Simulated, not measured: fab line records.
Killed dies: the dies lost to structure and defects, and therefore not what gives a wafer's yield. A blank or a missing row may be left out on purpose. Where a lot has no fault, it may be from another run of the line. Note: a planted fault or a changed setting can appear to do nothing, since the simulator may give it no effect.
fab line records -- flow nandHarc
record lots=10, wafers=30, lastDay=33
route steps=1302 shown P_M1@298 P_M2@326 END@1302
lots untouched by any fault: they come from a run of this same line in which no faults occurred
startH: hours from the record's opening day to when the first of the lot's shown wafers began -- waitH: hours since the lot's step before -- " repeats the value in the row above -- L1.1+2: a row that stands for several wafers -- - either no value or no given start -- * or withheld: withheld -- < > ~ a bound
route shown NAME@n: a module of which the file shows steps, and the number in the route of the first -- usual: average and standard deviation across the fault-free wafers -- same: alike in all rows -- chamber/n: place in a boat -- sites: per-site readings -- _std_site: standard deviation across them -- _edge_site: mean of outer sites minus mean of inner sites -- radiusMm: for every site, how far away it sits from the centre of the wafer -- mask NAME#n: copy n -- behind: the tool/chamber that last shaped the wafer -- hold: cause of the lot's hold/its duration in hours/its outcome -- device: the transistor (n, p or np) that didn't switch -- end of line: the route-end tests of the same wafers -- a step without rows: its recipe alone -- killed: count of dies lost to structure and defects at first sort (not the wafer's yield) -- map: the dies of a wafer, with x for killed, . for not killed, _ for no die there
set.NAME: the run value of the setting; set.NAME@STEP: its run value at that earlier step -- model.NAME: the simulator's own value behind a step, which no gauge read
the route's steps for a sample of lots (tables are steps, rows are wafers)
services: when a tool's chamber went out of use (startH, in hours from the record's first day, below 0 if earlier), for how many hours, and the reason
## steps
# step NHARC_P_M1_DESCUM_14
# recipe timeS=3, o2FlowSccm=200, arFlowSccm=0, biasPowerW=0, chemistry=O2
# usual drypumpMotorCurrentA=5.7/0.36, oesProductAu=0.999/0.012, rfVppV=57.8/0.89, showerheadPlenumPTorr=1.91/0.089, throttleValvePct=11.310/0.0088
lot.wafer,tool,chamber,startH,waitH,drypumpMotorCurrentA,oesProductAu,rfHoursCounterH,rfVppV,showerheadPlenumPTorr,throttleValvePct
L438.1,rieDiel-03,0,129.13,0.1,5.4,1.007,0,58.9,2.01,11.316
L438.4,rieDiel-03,2,129.13,0.1,6.2,0.999,1,57.8,1.92,11.304
L438.6,rieDiel-03,1,129.13,0.1,5.4,1.020,-,57.7,1.88,11.306
L439.2,rieDiel-03,2,132.90,0.1,6.2,0.980,1,58.3,1.92,11.319
L439.1,rieDiel-03,0,132.90,0.1,5.4,1.000,1,57.6,2.01,11.312
L439.5,rieDiel-03,2,132.90,0.1,6.2,0.985,-,58.0,1.92,11.320
L443.2,rieDiel-07,0,171.89,0.1,5.7,1.001,4,56.4,1.79,11.315
L443.1,rieDiel-07,1,171.89,0.1,5.6,1.014,4,56.8,1.77,11.307
L443.6,rieDiel-07,1,171.89,0.1,5.6,1.014,-,56.5,1.77,11.321
L446.3,rieDiel-03,3,206.96,0.1,5.8,0.997,5,59.1,2.07,11.303
L446.5,rieDiel-03,1,206.96,0.1,5.5,0.994,-,58.6,1.88,11.301
L446.6,rieDiel-03,2,206.96,0.1,6.2,0.996,-,55.6,1.92,11.333
L452.4,rieDiel-07,2,272.68,0.1,6.3,0.998,14,58.0,1.84,11.307
L452.3,rieDiel-07,0,272.68,0.1,5.6,0.980,13,58.5,1.79,11.316
L452.6,rieDiel-07,2,272.68,0.1,6.3,0.989,-,58.4,1.84,11.318
L454.2,rieDiel-07,1,284.97,0.1,5.6,0.989,11,58.2,1.77,11.319
L454.6,rieDiel-07,2,284.97,0.1,6.3,0.989,-,57.6,1.84,11.295
L454.5,rieDiel-07,3,284.97,0.1,5.4,0.991,-,57.8,1.92,11.313
L455.2,rieDiel-03,3,297.05,0.1,5.8,1.000,0,58.5,2.06,11.310
L455.4,rieDiel-03,0,297.05,0.1,5.4,1.031,0,58.5,2.00,11.312
L455.5,rieDiel-03,3,297.05,0.1,5.8,1.002,-,58.6,2.06,11.303
L456.4,rieDiel-03,1,305.24,0.1,5.4,1.000,1,57.7,1.88,11.310
L456.6,rieDiel-03,3,305.24,0.1,5.8,1.007,-,57.5,2.06,11.312
L456.5,rieDiel-03,0,305.24,0.1,5.4,1.025,-,57.4,2.00,11.309
L459.1,rieDiel-03,2,331.76,0.1,6.2,0.993,2,58.5,1.92,11.296
L459.2,rieDiel-03,0,331.76,0.1,5.4,1.016,2,58.9,2.00,11.312
L459.5,rieDiel-03,1,331.76,0.1,5.4,0.999,-,59.4,1.87,11.307
L460.3,rieDiel-03,3,351.81,0.1,5.8,1.001,3,58.5,2.06,11.319
L460.6,rieDiel-03,1,351.81,0.1,5.4,0.989,-,58.2,1.87,11.299
L460.5,rieDiel-03,2,351.81,0.1,6.2,0.980,-,58.1,1.92,11.319
# step NHARC_P_M1_ETCH_15
# recipe targetDepthA=1825, timeS=91.2, c4f8FlowSccm=withheld, arFlowSccm=400, rfW=600, biasW=300, chemistry=C4F8/Ar
# usual oesProductAu=0.958/0.022, rfVppV=440.5/3
lot.wafer,tool,chamber,startH,waitH,oesProductAu,rfHoursCounterH,rfVppV
L438.4,rieDiel-03,2,-,-,0.971,1,439.8
L438.1,rieDiel-03,3,-,-,0.974,1,445.3
L438.6,rieDiel-03,2,-,-,0.961,-,441.0
L439.1,rieDiel-03,0,-,-,0.977,1,443.7
L439.2,rieDiel-03,2,-,-,0.937,1,440.6
L439.5,rieDiel-03,3,-,-,0.948,-,445.5
L443.2,rieDiel-07,2,-,-,0.975,4,438.2
L443.1,rieDiel-07,3,-,-,0.974,3,439.1
L443.6,rieDiel-07,0,-,-,0.968,-,437.6
L446.3,rieDiel-03,1,-,-,0.951,5,440.3
L446.5,rieDiel-03,2,-,-,0.957,-,441.1
L446.6,rieDiel-03,3,-,-,0.973,-,445.4
L452.3,rieDiel-07,0,-,-,0.914,13,437.4
L452.4,rieDiel-07,1,-,-,0.924,10,436.8
L452.6,rieDiel-07,0,-,-,0.921,-,437.4
L454.2,rieDiel-07,1,-,-,0.960,11,437.0
L454.6,rieDiel-07,2,-,-,0.956,-,438.9
L454.5,rieDiel-07,3,-,-,0.943,-,440.3
L455.4,rieDiel-03,1,-,-,0.970,0,440.6
L455.2,rieDiel-03,2,-,-,0.957,0,441.6
L455.5,rieDiel-03,0,-,-,0.980,-,445.5
L456.4,rieDiel-03,1,-,-,0.978,1,439.9
L456.5,rieDiel-03,2,-,-,0.958,-,440.7
L456.6,rieDiel-03,3,-,-,0.957,-,444.9
L459.1,rieDiel-03,0,-,-,0.979,2,443.1
L459.2,rieDiel-03,2,-,-,0.947,2,442.5
L459.5,rieDiel-03,2,-,-,0.947,-,439.3
L460.3,rieDiel-03,0,-,-,0.992,4,444.1
L460.5,rieDiel-03,1,-,-,0.942,-,439.1
L460.6,rieDiel-03,2,-,-,0.943,-,440.8
# step NHARC_P_M2_PEB_07
# recipe pebTempC=100, pebTimeS=65
# usual heaterPowerTotalW=156.6/0.43, plateTempC=99.99/0.12
lot.wafer,tool,chamber,startH,waitH,heaterPowerTotalW,plateTempC
L438.1,lithoTrack-04,0,133.01,0.1,157.1,100.18
L438.4,lithoTrack-04,0,133.01,0.1,156.6,100.02
L438.6,lithoTrack-04,0,133.01,0.1,157.0,99.94
L439.1,lithoTrack-04,0,136.69,0.1,156.8,99.92
L439.2,lithoTrack-04,0,136.69,0.1,156.8,100.05
L439.5,lithoTrack-04,0,136.69,0.1,156.0,100.09
L443.1,lithoTrack-06,0,175.78,0.1,157.2,99.99
L443.2,lithoTrack-06,0,175.78,0.1,156.8,99.77
L443.6,lithoTrack-06,0,175.78,0.1,156.9,100.02
L446.3,lithoTrack-06,0,210.83,0.0,156.7,99.85
L446.5,lithoTrack-06,0,210.83,0.0,157.2,100.00
L446.6,lithoTrack-06,0,210.83,0.0,156.0,99.95
L452.3,lithoTrack-04,0,277.09,0.0,157.2,99.96
L452.4,lithoTrack-04,0,277.09,0.0,157.1,99.65
L452.6,lithoTrack-04,0,277.09,0.0,157.1,99.93
L454.2,lithoTrack-04,0,288.84,0.1,159.6,101.21
L454.5,lithoTrack-04,0,288.84,0.1,159.3,101.20
L454.6,lithoTrack-04,0,288.84,0.1,158.8,101.20
L455.2,lithoTrack-04,0,301.24,0.1,159.6,101.28
L455.4,lithoTrack-04,0,301.24,0.1,159.9,101.32
L455.5,lithoTrack-04,0,301.24,0.1,159.9,101.28
L456.4,lithoTrack-01,0,309.00,0.0,157.0,100.21
L456.5,lithoTrack-01,0,309.00,0.0,156.5,99.93
L456.6,lithoTrack-01,0,309.00,0.0,156.2,99.97
L459.1,lithoTrack-06,0,335.76,0.1,156.6,100.06
L459.2,lithoTrack-06,0,335.76,0.1,156.7,100.05
L459.5,lithoTrack-06,0,335.76,0.1,156.0,100.07
L460.3,lithoTrack-01,0,355.68,0.0,156.5,99.94
L460.5,lithoTrack-01,0,355.68,0.0,156.1,99.79
L460.6,lithoTrack-01,0,355.68,0.0,156.3,100.01
# step NHARC_P_M2_CD_MEAS_09
# recipe targetCdNm=170, landingEnergyEv=500
# usual cdNm=169.8/0.75
lot.wafer,tool,chamber,startH,waitH,cdNm
L438.1,cdSem-01,0,133.09,-,169.7
L438.4,cdSem-01,0,133.09,-,169.7
L438.6,cdSem-01,0,133.09,-,170.1
L439.1,cdSem-01,0,136.76,-,171.2
L439.2,cdSem-01,0,136.76,-,171.8
L439.5,cdSem-01,0,136.76,-,170.7
L443.1,cdSem-03,0,175.86,-,169.3
L443.2,cdSem-03,0,175.86,-,169.7
L443.6,cdSem-03,0,175.86,-,168.8
L446.3,cdSem-02,0,210.91,-,169.8
L446.5,cdSem-02,0,210.91,-,170.4
L446.6,cdSem-02,0,210.91,-,170.0
L452.3,cdSem-03,0,277.18,-,170.5
L452.4,cdSem-03,0,277.18,-,169.4
L452.6,cdSem-03,0,277.18,-,170.6
L454.2,cdSem-03,0,288.92,-,175.0
L454.5,cdSem-03,0,288.92,-,173.8
L454.6,cdSem-03,0,288.92,-,174.6
L455.2,cdSem-01,0,301.32,-,173.3
L455.4,cdSem-01,0,301.32,-,174.4
L455.5,cdSem-01,0,301.32,-,175.1
L456.4,cdSem-02,0,309.08,-,170.6
L456.5,cdSem-02,0,309.08,-,169.1
L456.6,cdSem-02,0,309.08,-,169.0
L459.1,cdSem-02,0,335.84,-,170.9
L459.2,cdSem-02,0,335.84,-,170.7
L459.5,cdSem-02,0,335.84,-,170.6
L460.3,cdSem-03,0,355.77,-,169.2
L460.5,cdSem-03,0,355.77,-,169.3
L460.6,cdSem-03,0,355.77,-,169.8
# step NHARC_P_M2_ETCH_28
# recipe targetDepthA=300, overEtchFrac=0.3, timeS=72.99, ionEnergyEv=150, cf4FlowSccm=50, n2FlowSccm=100, arFlowSccm=150, rfW=300, biasW=100, chemistry=CF4/N2
# usual drypumpMotorCurrentA=5.7/0.33, oesProductAu=0.998/0.012, rfVppV=314.5/1.8, showerheadPlenumPTorr=2.65/0.094, throttleValvePct=19.793/0.0086
# same overEtchFrac=0.3
lot.wafer,tool,chamber,startH,waitH,drypumpMotorCurrentA,oesProductAu,rfHoursCounterH,rfVppV,showerheadPlenumPTorr,throttleValvePct
L438.1,rieDiel-11,2,-,-,5.8,0.979,1.4,313.6,2.62,19.795
L438.4,rieDiel-11,3,-,-,5.3,0.998,0.9,316.4,2.78,19.795
L438.6,rieDiel-11,2,-,-,5.8,0.981,-,313.7,2.62,19.782
L439.1,rieDiel-04,0,-,-,5.1,1.025,5.3,317.4,2.73,19.796
L439.2,rieDiel-04,2,-,-,5.5,0.994,5.3,313.1,2.58,19.781
L439.5,rieDiel-04,3,-,-,5.8,0.997,-,316.0,2.71,19.791
L443.2,rieDiel-01,0,-,-,5.2,1.003,6.4,313.2,2.59,19.801
L443.1,rieDiel-01,2,-,-,5.8,1.008,5.7,313.3,2.64,19.786
L443.6,rieDiel-01,0,-,-,5.2,1.002,-,312.1,2.59,19.795
L446.3,rieDiel-04,1,-,-,5.7,0.999,0.7,314.5,2.72,19.785
L446.5,rieDiel-04,0,-,-,5.1,0.995,-,314.4,2.73,19.804
L446.6,rieDiel-04,1,-,-,5.7,0.993,-,315.9,2.72,19.800
L452.4,rieDiel-01,1,-,-,5.8,0.985,3.2,317.2,2.79,19.798
L452.3,rieDiel-01,3,-,-,5.9,1.012,2.8,311.9,2.47,19.808
L452.6,rieDiel-01,2,-,-,5.8,1.005,-,314.4,2.64,19.807
L454.2,rieDiel-04,2,-,-,5.4,1.016,6.1,314.5,2.58,19.803
L454.6,rieDiel-04,1,-,-,5.7,0.980,-,316.0,2.72,19.794
L454.5,rieDiel-04,2,-,-,5.4,1.025,-,313.5,2.58,19.784
L455.2,rieDiel-11,0,-,-,6.1,1.001,1.2,312.6,2.55,19.778
L455.4,rieDiel-11,3,-,-,5.3,0.988,0.8,317.9,2.78,19.788
L455.5,rieDiel-11,1,-,-,6.1,0.990,-,315.0,2.60,19.803
L456.4,rieDiel-11,0,-,-,6.1,0.992,1.4,312.2,2.55,19.779
L456.5,rieDiel-11,3,-,-,5.4,0.990,-,317.1,2.78,19.796
L456.6,rieDiel-11,0,-,-,6.1,0.995,-,312.8,2.55,19.789
L459.1,rieDiel-01,1,-,-,5.8,0.989,5.2,317.4,2.79,19.779
L459.2,rieDiel-01,2,-,-,5.7,1.010,5.4,316.1,2.64,19.783
L459.5,rieDiel-01,0,-,-,5.2,1.009,-,312.7,2.59,19.787
L460.3,rieDiel-11,0,-,-,6.1,0.991,5.4,314.7,2.55,19.792
L460.5,rieDiel-11,3,-,-,5.3,0.997,-,316.1,2.77,19.787
L460.6,rieDiel-11,0,-,-,6.1,0.996,-,313.8,2.55,19.798
# step NHARC_END_SORT_01
# recipe tempC=25
# usual defectLimitedYield=92.7/2.6, killedAtArray=45/18, killedAtOther=0.9/1.3, killedAtPeriphery=3.7/2.2, killedDies=50/18, killedOpen=3.2/1.9, killedShort=2.4/1.6, sort_bin_2_pct=2.5/1.1, sort_bin_3_pct=0.6/0.36, sort_bin_4_pct=4.3/1.5, sortNPass=627/18, sortRimYieldPct=92/4.3, sortYieldPct=92.7/2.6
# same grossDies=677, sort_bin_5_pct[%]=0, sort_bin_6_pct[%]=0, sort_bin_7_pct[%]=0, sort_bin_8_pct[%]=0, sortRimNGross=106.00
lot.wafer,tool,chamber,startH,waitH,defectLimitedYield[%],killedAtArray,killedAtOther,killedAtPeriphery,killedDies,killedOpen,killedShort,sort_bin_2_pct[%],sort_bin_3_pct[%],sort_bin_4_pct[%],sortNPass,sortRimYieldPct[%],sortYieldPct[%]
L454.2,prober-01,0,727.41,2.8,91.9,55,0,0,55,3,1,2.4,0.4,5.3,622,96,91.9
L454.5,prober-01,0,729.82,3.7,93.1,44,0,3,47,7,1,2.7,0.4,3.8,630,97,93.1
L454.6,prober-01,0,730.62,4.0,93.8,40,0,2,42,7,0,1.5,0.4,4.3,635,88,93.8
# killed by level:class
L454.2 A_SLIT:chamberFilmFlake=37 A_CHANNEL_HOLE_D1:chamberFilmFlake=6 A_CONTACT:chamberFilmFlake=4 A_STAIRCASE:chamberFilmFlake=3 A_CHANNEL_FILL_D1:geometricParticle:open=1 A_CHANNEL_FILL_D1:geometricParticle:short=1 A_DECK1_JOINT:geometricParticle:open=1 A_M0:geometricParticle:open=1
L454.5 A_SLIT:chamberFilmFlake=27 A_STAIRCASE:chamberFilmFlake=5 A_ONON_D2:geometricParticle:open=3 A_CONTACT:chamberFilmFlake=3 P_GATE:geometricParticle:open=2 A_CHANNEL_HOLE_D1:chamberFilmFlake=2 A_CHANNEL_FILL_D1:geometricParticle:open=1 A_DECK1_JOINT:geometricParticle:short=1
L454.6 A_SLIT:chamberFilmFlake=16 A_STAIRCASE:chamberFilmFlake=6 A_CONTACT:chamberFilmFlake=6 A_CHANNEL_HOLE_D1:chamberFilmFlake=3 P_CONTACT:geometricParticle:open=2 A_ONON_D2:geometricParticle:open=2 A_ZERO_WELL:chamberFilmFlake=2 A_WL_FILL:chamberFilmFlake=2
## services
tool,chamber,startH,hours,kind
rieDiel-07,-,117.20,9.0,pm
rieDiel-11,3,120.62,1.8,repair
rieDiel-04,1,132.03,14.0,repair
rieDiel-03,0,167.50,3.0,repair
rieDiel-04,-,177.90,9.0,pm
lithoTrack-06,-,179.00,7.0,pm
rieDiel-04,1,187.13,15.8,repair
rieDiel-04,2,202.81,8.5,repair
lithoTrack-04,-,203.00,7.0,pm
rieDiel-01,-,203.80,9.0,pm
rieDiel-04,1,203.94,5.0,repair
rieDiel-03,3,208.75,21.2,repair
rieDiel-04,3,218.81,16.7,repair
rieDiel-07,1,240.25,22.2,repair
rieDiel-01,3,241.25,8.4,repair
rieDiel-03,-,250.18,1.0,repair
rieDiel-03,0,271.41,5.2,repair
rieDiel-11,-,275.31,9.0,pm
rieDiel-03,-,281.30,9.0,pm
rieDiel-07,-,294.20,9.0,pm
rieDiel-03,3,320.88,14.5,repair
rieDiel-11,2,325.45,2.1,repair
rieDiel-04,0,336.39,14.7,repair
lithoTrack-06,-,354.00,7.0,pm
## key
firstSign step=NHARC_P_M2_PEB_07, reading=plateTempC, direction=up, sigmas=10, usual=*, struck=*
effect step=NHARC_P_M2_PEB_07, reading=heaterPowerTotalW, direction=up, sigmas=6.8, usual=*, struck=*
effect step=NHARC_P_M2_CD_MEAS_09, reading=cdNm, direction=up, sigmas=6.1, usual=169.8, struck=174.4
metAt NHARC_P_M2_PEB_07
struckLots L454,L455
notActingAt NHARC_P_M1_DESCUM_14,NHARC_P_M1_ETCH_15,NHARC_P_M2_ETCH_28
onsetBetween 277.09 288.84
fault kind=processParameterDrift, tool=lithoTrack-04, chamber=-, onsetH=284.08, steps=NHARC_P_M2_PEB_07, channel=pebTempC, offset=*, shape=step, endH=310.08, actsIn=*, stated=*
